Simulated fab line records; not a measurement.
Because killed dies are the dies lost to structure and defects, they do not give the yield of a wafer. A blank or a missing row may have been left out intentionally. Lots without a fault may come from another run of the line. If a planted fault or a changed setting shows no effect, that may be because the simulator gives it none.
fab line records -- flow nand_harc -- part 1 of 2: steps 1 to 21 of 30
record: lots: 5, wafers: 15, last_day: 32
route steps=1302 shown A_CHANNEL_HOLE_D1@478 A_CHANNEL_FILL_D1@490
lots with no fault: from the same line, run without faults
start_h: the number of hours between the record's first day and the start of the first shown wafer of the lot -- wait_h: hours from the lot's prior step to this one -- " identical to the entry in the row above -- L1.1+2: several wafers, shown together as one row -- - value missing, or start not given -- * or withheld: withheld -- < > ~ a bound
route shown NAME@n: NAME is a module with steps in the file, n the number in the route of the first one -- usual: the fault-free wafers' mean and standard deviation -- same: alike in all rows -- chamber/n: place in a boat -- sites: readings site by site -- _std_site: the standard deviation of these -- _edge_site: inner sites' mean taken away from outer sites' mean -- radius_mm: how far each site lies from the wafer's centre -- mask NAME#n: copy n -- behind: tool/chamber where the wafer was last shaped -- hold: why the lot was held/for how many hours/how that ended -- device: which transistor (n, p or np) failed to switch -- end of line: the route-end tests of the same wafers -- for a step that has no rows: nothing shown but its recipe -- killed: dies lost to structure and defects at the first sort, not the wafer's yield -- map: dies across one wafer; x = killed, . = not, _ = none there
set.NAME: the setting the step ran with; set.NAME@STEP: the setting that earlier step ran with -- model.NAME: the simulator's own value behind a step, which no gauge read
a table for each step, a row for each wafer; lots at some steps of the route
services: when a tool's chamber went out of use (start_h, in hours from the record's first day, below 0 if earlier), for how many hours, and the reason
== steps ==
step: NHARC_A_CHANNEL_HOLE_D1_ETCH_26
recipe: bias_v: 300, source_w: 2000, pressure_mtorr: 30, time_s: 224.1, ar_flow_sccm: 375, c4f8_flow_sccm: 11.4, o2_flow_sccm: 113.6, temp_c: -20, target_depth_a: 3000, chemistry: C4F8/O2/Ar
usual: drypump_motor_current_A: 5.50/0.24, he_backside_leak_sccm: 6.5/0.77, mfc_ar_sccm: 375.1/1.1, showerhead_plenum_p_Torr: 3.74/0.058, throttle_valve_pct: 24.585/0.01
lot.wafer,tool,chamber,start_h,wait_h,drypump_motor_current_A,he_backside_leak_sccm,mfc_ar_sccm,rf_hours_counter_h,showerhead_plenum_p_Torr,throttle_valve_pct
L078.3,har_etch-01,0,224.42,0.5,5.64,6.2,375.4,-,3.77,24.584
L078.4,har_etch-01,1,224.42,0.5,5.50,5.3,374.6,-,3.77,24.589
L078.5,har_etch-01,1,224.42,0.5,5.50,5.8,374.4,-,3.77,24.584
L086.2,har_etch-01,1,306.75,0.7,5.48,5.7,374.0,165,3.74,24.578
L086.6,har_etch-01,1,306.75,0.7,5.48,6.2,374.3,-,3.74,24.601
L086.5,har_etch-01,0,306.75,0.7,5.64,6.6,375.9,-,3.74,24.585
L089.1,har_etch-01,1,332.80,0.6,5.49,5.9,378.0,184,3.73,24.587
L089.3,har_etch-01,1,332.80,0.6,5.48,5.9,376.3,-,3.73,24.593
L089.6,har_etch-01,1,332.80,0.6,5.49,5.3,375.8,-,3.73,24.590
L094.4,har_etch-01,1,385.58,0.4,5.49,5.9,375.4,-,3.71,24.581
L094.6,har_etch-01,0,385.58,0.4,5.67,7.0,372.9,-,3.71,24.573
L094.5,har_etch-01,1,385.58,0.4,5.50,5.8,375.8,-,3.71,24.562
L097.2,har_etch-01,1,413.54,0.6,5.49,6.6,376.8,241,3.70,24.588
L097.4,har_etch-01,0,413.54,0.6,5.64,6.9,375.9,-,3.70,24.594
L097.6,har_etch-01,0,413.54,0.6,5.64,7.0,373.4,-,3.70,24.593
step: NHARC_A_CHANNEL_HOLE_D1_ETCH_33
recipe: bias_v: 400, source_w: 2000, pressure_mtorr: 25, time_s: 90, ar_flow_sccm: 375, c4f8_flow_sccm: 41.7, o2_flow_sccm: 83.3, temp_c: -20, target_depth_a: 4000, chemistry: C4F8/O2/Ar
usual: drypump_motor_current_A: 5.49/0.24, he_backside_leak_sccm: 6.6/0.95, mfc_ar_sccm: 375.0/1.2, showerhead_plenum_p_Torr: 3.73/0.056, throttle_valve_pct: 27.620/0.0081
lot.wafer,tool,chamber,start_h,wait_h,drypump_motor_current_A,he_backside_leak_sccm,mfc_ar_sccm,rf_hours_counter_h,showerhead_plenum_p_Torr,throttle_valve_pct
L078.3,har_etch-01,0,224.61,0.2,5.64,6.2,374.8,-,3.76,27.634
L078.4,har_etch-01,1,224.61,0.2,5.50,5.6,375.4,-,3.76,27.628
L078.5,har_etch-01,1,224.61,0.2,5.48,5.9,374.2,-,3.76,27.631
L086.2,har_etch-01,1,306.95,0.2,5.49,6.1,373.0,165,3.73,27.622
L086.6,har_etch-01,1,306.95,0.2,5.49,6.1,373.1,-,3.73,27.620
L086.5,har_etch-01,0,306.95,0.2,5.64,6.6,376.0,-,3.73,27.622
L089.1,har_etch-01,1,333.00,0.2,5.49,5.8,374.8,184,3.72,27.622
L089.3,har_etch-01,1,333.00,0.2,5.48,5.8,375.6,-,3.72,27.608
L089.6,har_etch-01,1,333.00,0.2,5.50,5.8,377.6,-,3.72,27.644
L094.4,har_etch-01,1,385.77,0.2,5.48,6.0,374.6,-,3.70,27.615
L094.6,har_etch-01,0,385.77,0.2,5.63,6.9,375.7,-,3.70,27.615
L094.5,har_etch-01,1,385.77,0.2,5.48,5.6,376.4,-,3.70,27.600
L097.2,har_etch-01,1,413.74,0.2,5.49,10.3,374.3,241,3.69,27.616
L097.4,har_etch-01,0,413.74,0.2,5.64,7.0,377.0,-,3.69,27.612
L097.6,har_etch-01,0,413.74,0.2,5.63,7.2,373.4,-,3.69,27.635
step: NHARC_A_CHANNEL_HOLE_D1_STRIP_41
recipe: n2_flow_sccm: 150, h2_flow_sccm: 150, ar_flow_sccm: 0, bias_w: 0, chemistry: N2/H2
lot.wafer,tool,chamber,start_h,wait_h
L078.3+4+5,rie_diel-07,"3,1,0",225.08,0.4
L086.2+6+5,rie_diel-07,"3,2,3",307.49,0.5
L089.3+1+6,rie_diel-07,"0,2,0",333.49,0.4
L094.4+5+6,rie_diel-07,"3,2,3",386.21,0.4
L097.4+2+6,rie_diel-06,"0,1,0",414.24,0.4
step: NHARC_A_CHANNEL_HOLE_D1_STRIP_42
recipe: cf4_flow_sccm: 100, chf3_flow_sccm: 30, ar_flow_sccm: 0, bias_w: 0, chemistry: CF4/CHF3
lot.wafer,tool,chamber,start_h,wait_h
L078.4+3+5,rie_diel-07,"1,2,1",225.17,0.1
L086.2+6+5,rie_diel-07,"1,0,1",307.58,0.1
L089.1+3+6,rie_diel-07,"3,1,3",333.59,0.1
L094.4+6+5,rie_diel-07,"2,1,2",386.30,0.1
L097.4+2+6,rie_diel-06,"2,3,2",414.33,0.1
step: NHARC_A_CHANNEL_HOLE_D1_STRIP_43
recipe: o2_flow_sccm: 400, cos_flow_sccm: 20, ar_flow_sccm: 0, bias_w: 0, chemistry: O2/COS
lot.wafer,tool,chamber,start_h,wait_h
L078.3+4+5,rie_diel-07,"1,3,2",225.23,0.1
L086.2+5+6,rie_diel-07,"1,0,1",307.64,0.1
L089.3+1+6,rie_diel-07,"1,0,2",333.65,0.1
L094.4+6+5,rie_diel-07,"3,2,3",386.36,0.1
L097.4+2+6,rie_diel-06,"0,3,1",414.39,0.1
step: NHARC_A_CHANNEL_HOLE_D1_ETCH_44
recipe: target_depth_a: 1400, overetch_a: 140, time_s: 77, ion_energy_ev: 100, cf4_flow_sccm: 80, o2_flow_sccm: 20, ar_flow_sccm: 0, rf_w: 300, bias_w: 100, chemistry: CF4/O2
usual: drypump_motor_current_A: 5.8/0.55, mfc_ar_sccm: 0.007/0.0077, oes_ar_750_au: 1.000/0.0045, oes_product_au: 1.005/0.014, rf_vpp_V: 197.4/1.4, showerhead_plenum_p_Torr: 1.32/0.058, throttle_valve_pct: 13.397/0.0096
lot.wafer,tool,chamber,start_h,wait_h,drypump_motor_current_A,mfc_ar_sccm,oes_ar_750_au,oes_product_au,rf_hours_counter_h,rf_vpp_V,showerhead_plenum_p_Torr,throttle_valve_pct
L078.4,rie_diel-07,1,225.29,0.1,5.3,0.008,0.992,1.016,9,196.4,1.29,13.402
L078.3,rie_diel-07,3,225.29,0.1,6.2,0.007,0.991,1.018,8,200.0,1.35,13.405
L078.5,rie_diel-07,1,225.29,0.1,5.3,0.008,0.998,1.020,-,197.2,1.29,13.393
L086.2,rie_diel-07,2,307.71,0.1,5.2,0.022,1.003,1.003,1,197.6,1.28,13.394
L086.5,rie_diel-07,0,307.71,0.1,6.6,0,1.011,1.016,-,195.2,1.27,13.401
L086.6,rie_diel-07,1,307.71,0.1,5.3,0.008,0.999,0.994,-,197.2,1.29,13.396
L089.1,rie_diel-07,2,333.73,0.1,5.2,0.022,0.996,0.999,2,196.0,1.28,13.411
L089.3,rie_diel-07,3,333.73,0.1,6.2,0.007,0.998,1.004,2,197.5,1.35,13.395
L089.6,rie_diel-07,0,333.73,0.1,6.6,0,0.999,1.003,-,196.5,1.27,13.385
L094.4,rie_diel-07,3,386.50,0.1,6.2,0.007,0.997,1.018,7,197.4,1.35,13.388
L094.5,rie_diel-07,0,386.50,0.1,6.6,0,0.992,1.008,-,195.7,1.27,13.399
L094.6,rie_diel-07,1,386.50,0.1,5.3,0.008,1.007,0.982,-,196.8,1.29,13.392
L097.2,rie_diel-06,3,414.91,0.5,6.2,0.008,0.996,1.010,35,198.2,1.30,13.390
L097.4,rie_diel-06,0,414.91,0.5,6.1,0,1.000,1.036,28,197.2,1.30,13.390
L097.6,rie_diel-06,0,414.91,0.5,6.1,0,1.004,1.028,-,196.4,1.30,13.396
step: NHARC_A_CHANNEL_HOLE_D1_STRIP_27
recipe: o2_flow_sccm: 500, ar_flow_sccm: 0, bias_w: 0, chemistry: O2
usual: drypump_motor_current_A: 5.8/0.54, mfc_ar_sccm: 0.008/0.008, oes_product_au: 1.005/0.015, rf_vpp_V: 57.8/0.91, showerhead_plenum_p_Torr: 3.48/0.15, throttle_valve_pct: 17.037/0.0095
lot.wafer,tool,chamber,start_h,wait_h,drypump_motor_current_A,mfc_ar_sccm,oes_product_au,rf_hours_counter_h,rf_vpp_V,showerhead_plenum_p_Torr,throttle_valve_pct
L078.4,rie_diel-07,3,-,-,6.2,0.007,1.028,8,57.8,3.57,17.043
L078.3,rie_diel-07,0,-,-,6.6,0,1.010,9,57.5,3.37,17.030
L078.5,rie_diel-07,3,-,-,6.2,0.007,1.029,-,58.9,3.57,17.024
L086.2,rie_diel-07,1,-,-,5.3,0.008,0.979,1,59.2,3.41,17.050
L086.5,rie_diel-07,3,-,-,6.3,0.007,0.989,-,58.1,3.56,17.041
L086.6,rie_diel-07,0,-,-,6.6,0,1.014,-,59.2,3.37,17.047
L089.1,rie_diel-07,0,-,-,6.6,0,1.015,2,58.0,3.37,17.039
L089.3,rie_diel-07,1,-,-,5.3,0.008,0.988,2,57.2,3.41,17.039
L089.6,rie_diel-07,0,-,-,6.6,0,1.000,-,56.3,3.37,17.033
L094.4,rie_diel-07,3,-,-,6.2,0.007,1.020,7,58.0,3.56,17.023
L094.6,rie_diel-07,1,-,-,5.3,0.008,0.989,-,57.5,3.41,17.035
L094.5,rie_diel-07,2,-,-,5.2,0.022,0.986,-,58.5,3.38,17.037
L097.2,rie_diel-06,0,-,-,6.1,0,1.024,28,56.9,3.44,17.027
L097.4,rie_diel-06,2,-,-,6.3,0,0.997,34,58.7,3.79,17.035
L097.6,rie_diel-06,3,-,-,6.3,0.008,1.008,-,58.2,3.43,17.028
step: NHARC_A_CHANNEL_HOLE_D1_PRECLEAN_28
recipe: time_s: *, temp_c: 50, bath_age_min: 0, chemistry: SC1
usual: nh4oh_flow_mL_min: 28.29/0.083, sc1_h2o2_end_mol_l: 0.3698/0.00065
lot.wafer,tool,chamber,start_h,wait_h,nh4oh_flow_mL_min,sc1_h2o2_end_mol_l
L078.5,wet_bench-03,7,225.96,-,28.19,0.3701
L078.4,wet_bench-03,0,225.96,-,28.23,0.3704
L078.3,wet_bench-03,2,225.96,-,28.19,0.3691
L086.2,wet_bench-07,5,308.36,-,28.39,0.3696
L086.6,wet_bench-07,7,308.36,-,28.30,0.3696
L086.5,wet_bench-07,1,308.36,-,28.24,0.3702
L089.1,wet_bench-03,1,334.36,-,28.35,0.3712
L089.6,wet_bench-03,3,334.36,-,28.22,0.3691
L089.3,wet_bench-03,5,334.36,-,28.33,0.3692
L094.6,wet_bench-04,6,387.13,-,28.28,0.3709
L094.4,wet_bench-04,7,387.13,-,28.23,0.3693
L094.5,wet_bench-04,0,387.13,-,28.07,0.3687
L097.6,wet_bench-03,5,415.56,-,28.30,0.3684
L097.4,wet_bench-03,6,415.56,-,28.21,0.3695
L097.2,wet_bench-03,2,415.56,-,28.20,0.3692
step: NHARC_A_CHANNEL_HOLE_D1_SRD_29
lot.wafer,tool,chamber,start_h,wait_h
L078.5+4+3,wet_bench-03,"7,0,2",-,-
L086.2+6+5,wet_bench-07,"5,7,1",-,-
L089.1+6+3,wet_bench-03,"1,3,5",-,-
L094.6+4+5,wet_bench-04,"6,7,0",-,-
L097.6+4+2,wet_bench-03,"5,6,2",-,-
step: NHARC_A_CHANNEL_HOLE_D1_CD_MEAS_30
usual: cd_nm: 89.4/1.5
lot.wafer,tool,chamber,start_h,wait_h,cd_nm
L078.3,cd_sem-03,-,226.10,-,89.5
L078.4,cd_sem-03,-,226.10,-,89.6
L078.5,cd_sem-03,-,226.10,-,89.8
L086.2,cd_sem-02,-,308.49,-,88.2
L086.5,cd_sem-02,-,308.49,-,89.7
L086.6,cd_sem-02,-,308.49,-,89.5
L089.1,cd_sem-03,-,334.50,-,87.4
L089.3,cd_sem-03,-,334.50,-,89.3
L089.6,cd_sem-03,-,334.50,-,90.5
L094.4,cd_sem-02,-,387.28,-,89.0
L094.5,cd_sem-02,-,387.28,-,90.9
L094.6,cd_sem-02,-,387.28,-,88.7
L097.2,cd_sem-02,-,415.71,-,91.5
L097.4,cd_sem-02,-,415.71,-,88.9
L097.6,cd_sem-02,-,415.71,-,90.4
step: NHARC_A_CHANNEL_HOLE_D1_XSEM_31
recipe: landing_energy_ev: 35000
usual: bot_cd_nm: 74.0/1.7, bow_nm: 8.7/0.34, tilt_deg: 0.067/0.027
lot.wafer,tool,chamber,start_h,wait_h,bot_cd_nm,bow_nm,tilt_deg
L078.3,xsem-02,0,226.19,0.1,73.3,8.2,0.050
L078.4,xsem-02,0,226.19,0.1,73.3,8.2,0.049
L078.5,xsem-02,0,226.19,0.1,73.9,8.3,0.048
L086.2,xsem-02,0,308.59,0.1,73.8,9.0,0.045
L086.5,xsem-02,0,308.59,0.1,73.9,8.9,0.044
L086.6,xsem-02,0,308.59,0.1,75.0,8.9,0.044
L089.1,xsem-02,0,334.59,0.1,73.3,8.9,0.067
L089.3,xsem-02,0,334.59,0.1,74.5,8.8,0.068
L089.6,xsem-02,0,334.59,0.1,75.1,8.9,0.068
L094.4,xsem-02,0,387.38,0.1,72.8,8.6,0.098
L094.5,xsem-02,0,387.38,0.1,76.0,8.6,0.098
L094.6,xsem-02,0,387.38,0.1,73.3,8.6,0.095
L097.2,xsem-02,0,415.80,0.1,77.1,8.9,0.093
L097.4,xsem-02,0,415.80,0.1,74.3,9.0,0.091
L097.6,xsem-02,0,415.80,0.1,76.2,8.9,0.094
step: NHARC_A_CHANNEL_HOLE_D1_INSPECT_40
usual: raw_defect_count: 74/24
lot.wafer,tool,chamber,start_h,wait_h,raw_defect_count
L078.3,defect_inspect-01,-,226.28,-,42
L078.4,defect_inspect-01,-,226.28,-,31
L078.5,defect_inspect-01,-,226.28,-,33
L086.2,defect_inspect-01,-,308.68,-,51
L086.5,defect_inspect-01,-,308.68,-,66
L086.6,defect_inspect-01,-,308.68,-,53
L089.1,defect_inspect-01,-,334.69,-,62
L089.3,defect_inspect-01,-,334.69,-,71
L089.6,defect_inspect-01,-,334.69,-,58
L094.4,defect_inspect-02,-,387.47,-,80
L094.5,defect_inspect-02,-,387.47,-,49
L094.6,defect_inspect-02,-,387.47,-,63
L097.2,defect_inspect-01,-,415.89,-,90
L097.4,defect_inspect-01,-,415.89,-,84
L097.6,defect_inspect-01,-,415.89,-,89
step: NHARC_A_CHANNEL_FILL_D1_PRECLEAN_00
recipe: time_s: *, temp_c: 50, bath_age_min: 0, chemistry: SC1
usual: nh4oh_flow_mL_min: 28.31/0.1, sc1_h2o2_end_mol_l: 0.3697/0.00068
lot.wafer,tool,chamber,start_h,wait_h,nh4oh_flow_mL_min,sc1_h2o2_end_mol_l
L078.5,wet_bench-02,3,226.36,0.1,28.34,0.3700
L078.4,wet_bench-02,4,226.36,0.1,28.31,0.3701
L078.3,wet_bench-02,5,226.36,0.1,28.41,0.3687
L086.5,wet_bench-09,6,308.74,0.0,28.16,0.3691
L086.2,wet_bench-09,2,308.74,0.0,28.32,0.3703
L086.6,wet_bench-09,3,308.74,0.0,28.29,0.3687
L089.3,wet_bench-02,1,334.74,0.0,28.29,0.3686
L089.6,wet_bench-02,2,334.74,0.0,28.48,0.3704
L089.1,wet_bench-02,4,334.74,0.0,28.37,0.3704
L094.5,wet_bench-09,4,387.53,0.1,28.29,0.3692
L094.4,wet_bench-09,5,387.53,0.1,28.40,0.3705
L094.6,wet_bench-09,6,387.53,0.1,28.13,0.3701
L097.4,wet_bench-09,6,415.94,0.0,28.23,0.3702
L097.6,wet_bench-09,1,415.94,0.0,28.30,0.3702
L097.2,wet_bench-09,2,415.94,0.0,28.39,0.3699
step: NHARC_A_CHANNEL_FILL_D1_SRD_01
lot.wafer,tool,chamber,start_h,wait_h
L078.5+4+3,wet_bench-02,"3,4,5",226.40,0.0
L086.5+2+6,wet_bench-09,"6,2,3",-,-
L089.3+6+1,wet_bench-02,"1,2,4",-,-
L094.5+4+6,wet_bench-09,"4,5,6",-,-
L097.4+6+2,wet_bench-09,"6,1,2",-,-
step: NHARC_A_CHANNEL_FILL_D1_ALD_02
recipe: target_thk_a: 60, pulse_time_s: 10, ald_cycles: 60, temp_c: 300, material: SiO2
usual: heater_power_w: 485/42, precursor_pulse_height_rel: 0.999/0.02
same: pulse_time_s: 10
lot.wafer,tool,chamber,start_h,wait_h,heater_power_w,precursor_pulse_height_rel
L078.3,ald_hk-03,3,226.50,0.1,583,1.006
L078.4,ald_hk-03,2,226.50,0.1,500,1.014
L078.5,ald_hk-03,0,226.50,0.1,533,1.006
L086.2,ald_hk-03,3,309.16,-,561,1.054
L086.6,ald_hk-03,1,309.16,-,553,1.005
L086.5,ald_hk-03,2,309.16,-,484,0.981
L089.1,ald_hk-04,0,334.96,-,484,1.001
L089.3,ald_hk-04,2,334.96,-,482,1.000
L089.6,ald_hk-04,0,334.96,-,474,0.952
L094.4,ald_hk-04,2,387.88,-,481,0.985
L094.5,ald_hk-04,3,387.88,-,494,1.020
L094.6,ald_hk-04,0,387.88,-,471,1.024
L097.4,ald_hk-02,0,416.08,-,448,0.994
L097.2,ald_hk-02,1,416.08,-,458,1.004
L097.6,ald_hk-02,0,416.08,-,429,1.053
step: NHARC_A_CHANNEL_FILL_D1_ALD_03
recipe: target_thk_a: 60, pulse_time_s: 60, ald_cycles: 58, temp_c: 630, pressure_torr: 2, material: SiNx
usual: precursor_pulse_height_rel: 0.998/0.019
same: pulse_time_s: 60
lot.wafer,tool,chamber,start_h,wait_h,precursor_pulse_height_rel
L078.3,ald_sin_batch-01,0,-,-,0.990
L078.4,ald_sin_batch-01,0,-,-,1.010
L078.5,ald_sin_batch-01,0,-,-,1.007
L086.2,ald_sin_batch-03,0,-,-,0.994
L086.5,ald_sin_batch-03,0,-,-,1.005
L086.6,ald_sin_batch-03,0,-,-,0.988
L089.1,ald_sin_batch-02,0,-,-,1.009
L089.3,ald_sin_batch-02,0,-,-,1.062
L089.6,ald_sin_batch-02,0,-,-,1.012
L094.4,ald_sin_batch-03,0,-,-,1.017
L094.5,ald_sin_batch-03,0,-,-,0.978
L094.6,ald_sin_batch-03,0,-,-,1.008
L097.2,ald_sin_batch-01,0,-,-,0.988
L097.4,ald_sin_batch-01,0,-,-,1.021
L097.6,ald_sin_batch-01,0,-,-,0.991
step: NHARC_A_CHANNEL_FILL_D1_ALD_14
recipe: target_thk_a: 25, pulse_time_s: 10, ald_cycles: 25, temp_c: 300, material: SiO2
usual: heater_power_w: 492/47, precursor_pulse_height_rel: 1.000/0.02
same: pulse_time_s: 10
lot.wafer,tool,chamber,start_h,wait_h,heater_power_w,precursor_pulse_height_rel
L078.3,ald_hk-03,3,233.56,0.1,575,1.006
L078.4,ald_hk-03,0,233.56,0.1,517,1.000
L078.5,ald_hk-03,0,233.56,0.1,512,1.024
L086.2,ald_hk-03,0,316.36,0.0,525,1.028
L086.5,ald_hk-03,0,316.36,0.0,531,1.002
L086.6,ald_hk-03,1,316.36,0.0,553,1.005
L089.3,ald_hk-03,0,340.70,0.0,523,0.985
L089.1,ald_hk-03,3,340.70,0.0,590,1.023
L089.6,ald_hk-03,0,340.70,0.0,519,1.006
L094.4,ald_hk-02,1,394.78,0.0,451,0.991
L094.5,ald_hk-02,1,394.78,0.0,446,1.015
L094.6,ald_hk-02,2,394.78,0.0,560,1.013
L097.2,ald_hk-04,2,423.46,0.1,476,0.994
L097.4,ald_hk-04,0,423.46,0.1,479,0.986
L097.6,ald_hk-04,2,423.46,0.1,483,1.011
step: NHARC_A_CHANNEL_FILL_D1_ALD_15
recipe: target_thk_a: 20, pulse_time_s: 60, ald_cycles: 19, temp_c: 630, pressure_torr: 2, material: SiNx
usual: precursor_pulse_height_rel: 0.996/0.02
same: pulse_time_s: 60
lot.wafer,tool,chamber,start_h,wait_h,precursor_pulse_height_rel
L078.3,ald_sin_batch-02,0,-,-,0.940
L078.4,ald_sin_batch-02,0,-,-,0.957
L078.5,ald_sin_batch-02,0,-,-,1.005
L086.2,ald_sin_batch-01,0,-,-,1.001
L086.5,ald_sin_batch-01,0,-,-,0.985
L086.6,ald_sin_batch-01,0,-,-,0.991
L089.1,ald_sin_batch-02,0,-,-,0.982
L089.3,ald_sin_batch-02,0,-,-,0.985
L089.6,ald_sin_batch-02,0,-,-,1.013
L094.4,ald_sin_batch-01,0,-,-,0.962
L094.5,ald_sin_batch-01,0,-,-,1.020
L094.6,ald_sin_batch-01,0,-,-,0.980
L097.2,ald_sin_batch-03,0,-,-,1.009
L097.4,ald_sin_batch-03,0,-,-,0.964
L097.6,ald_sin_batch-03,0,-,-,0.990
step: NHARC_A_CHANNEL_FILL_D1_ALD_16
recipe: target_thk_a: 15, pulse_time_s: 10, ald_cycles: 15, temp_c: 300, material: SiO2
usual: heater_power_w: 493/45, precursor_pulse_height_rel: 1.001/0.02
same: pulse_time_s: 10
lot.wafer,tool,chamber,start_h,wait_h,heater_power_w,precursor_pulse_height_rel
L078.4,ald_hk-03,1,240.80,2.1,575,0.968
L078.3,ald_hk-03,3,240.80,2.1,575,0.986
L078.5,ald_hk-03,1,240.80,2.1,559,1.013
L086.2,ald_hk-03,3,321.81,0.3,572,0.984
L086.6,ald_hk-03,1,321.81,0.3,569,1.008
L086.5,ald_hk-03,2,321.81,0.3,475,1.011
L089.3,ald_hk-02,0,346.94,1.1,464,1.021
L089.1,ald_hk-02,2,346.94,1.1,531,1.016
L089.6,ald_hk-02,0,346.94,1.1,457,0.973
L094.4,ald_hk-02,1,400.14,0.2,452,0.999
L094.5,ald_hk-02,0,400.14,0.2,444,0.991
L094.6,ald_hk-02,1,400.14,0.2,456,1.024
L097.4,ald_hk-04,2,428.65,0.0,481,1.006
L097.2,ald_hk-04,1,428.65,0.0,421,1.029
L097.6,ald_hk-04,2,428.65,0.0,488,0.969
step: NHARC_A_CHANNEL_FILL_D1_ANNEAL_17
recipe: temp_c: 850, time_s: 1800
usual: spike_tc_upper_C: 850.3/1
lot.wafer,tool,chamber,start_h,wait_h,spike_tc_upper_C
L078.3,furnace-02,0,244.12,-,849.7
L078.4,furnace-02,0,244.12,-,849.7
L078.5,furnace-02,0,244.12,-,850.5
L086.2,furnace-01,0,324.83,-,851.2
L086.5,furnace-01,0,324.83,-,850.6
L086.6,furnace-01,0,324.83,-,850.3
L089.1,furnace-02,0,350.36,3.3,851.5
L089.3,furnace-02,0,350.36,3.3,850.3
L089.6,furnace-02,0,350.36,3.3,849.3
L094.4,furnace-01,0,403.36,-,849.4
L094.5,furnace-01,0,403.36,-,848.9
L094.6,furnace-01,0,403.36,-,852.5
L097.2,furnace-02,0,431.97,-,849.9
L097.4,furnace-02,0,431.97,-,850.6
L097.6,furnace-02,0,431.97,-,851.1
step: NHARC_A_CHANNEL_FILL_D1_CVD_18
recipe: target_thk_a: 30, temp_c: 550, material: poly-Si
usual: spike_tc_upper_C: 550.6/1
lot.wafer,tool,chamber,start_h,wait_h,spike_tc_upper_C
L078.3,lpcvd_poly-02,0,250.69,-,550.2
L078.4,lpcvd_poly-02,0,250.69,-,551.6
L078.5,lpcvd_poly-02,0,250.69,-,549.8
L086.2,lpcvd_poly-03,0,331.20,-,550.4
L086.5,lpcvd_poly-03,0,331.20,-,549.6
L086.6,lpcvd_poly-03,0,331.20,-,550.2
L089.1,lpcvd_poly-03,0,356.83,-,551.1
L089.3,lpcvd_poly-03,0,356.83,-,551.6
L089.6,lpcvd_poly-03,0,356.83,-,550.5
L094.4,lpcvd_poly-01,0,409.90,-,551.0
L094.5,lpcvd_poly-01,0,409.90,-,550.0
L094.6,lpcvd_poly-01,0,409.90,-,551.4
L097.2,lpcvd_poly-02,0,438.55,-,550.8
L097.4,lpcvd_poly-02,0,438.55,-,551.0
L097.6,lpcvd_poly-02,0,438.55,-,549.6
